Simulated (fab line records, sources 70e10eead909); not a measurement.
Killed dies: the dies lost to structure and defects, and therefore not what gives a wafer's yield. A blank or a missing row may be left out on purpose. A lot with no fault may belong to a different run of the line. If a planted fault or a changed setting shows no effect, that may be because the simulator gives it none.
Which tool did it? | flow nand-harc | 21 wafers from 7 lots sampled at 2 of the route's 1302 steps

WHAT EACH GAUGE READ, for each wafer
NHARC_A_BONDPAD_CD_MEAS_13.
lot  | measured     | on        | cd-nm (nm)
L768 | day 24 15:35 | cd-sem-03 | 496.9 495.8 500.1
L772 | day 26 06:21 | cd-sem-02 | 500.8 500.1 497.3
L778 | day 28 15:51 | cd-sem-01 | 500.4 505.0 501.3
L780 | day 29 07:04 | cd-sem-01 | 495.2 496.6 501.4
L782 | day 30 21:05 | cd-sem-03 | 496.4 501.4 499.1
L784 | day 31 14:35 | cd-sem-01 | 497.1 496.5 495.7
L787 | day 32 18:58 | cd-sem-03 | 496.1 498.2 500.4

TOOL THAT RAN EACH LOT (tool first, then ch and the chambers of the sampled wafers, then the start)
lot  | NHARC_A_CONTACT_ETCH_136
L768 | har-cap-etch-01 ch 0,1, day 23 20:29
L772 | har-cap-etch-02 ch 0,1, day 25 10:13
L778 | har-cap-etch-02 ch 0,1, day 27 21:59
L780 | har-cap-etch-01 ch 0,1, day 28 12:41
L782 | har-cap-etch-02 ch 0,1, day 30 00:23
L784 | har-cap-etch-01 ch 0,1, day 30 20:20
L787 | har-cap-etch-01 ch 0,1, day 32 00:51
- NHARC_A_CONTACT_ETCH_136: etches the open film in C4F8/O2/Ar, time 311 s, target depth 1912 nm.

THE ANSWER, worked out from the rows above alone
Rule: usual is defined by the lots themselves. The widest of any qualifying gaps counts: lots, ordered by their means at a reading, are off when they make up no more than a third of the lots, leave a main group of 4 or more, and stand apart from it by 3 or more times the standard deviation of that group's means. A main group whose means are all the same, to the digits that the tables above print for the reading, isn't used. Also off: a lot with no number at a reading for which 4 or more lots have one. All remaining lots with rows at the step are treated as sound.
Across all readings shown, no lot is off: no conclusion can be drawn from this.

WHAT THE SIMULATOR HAD INSERTED
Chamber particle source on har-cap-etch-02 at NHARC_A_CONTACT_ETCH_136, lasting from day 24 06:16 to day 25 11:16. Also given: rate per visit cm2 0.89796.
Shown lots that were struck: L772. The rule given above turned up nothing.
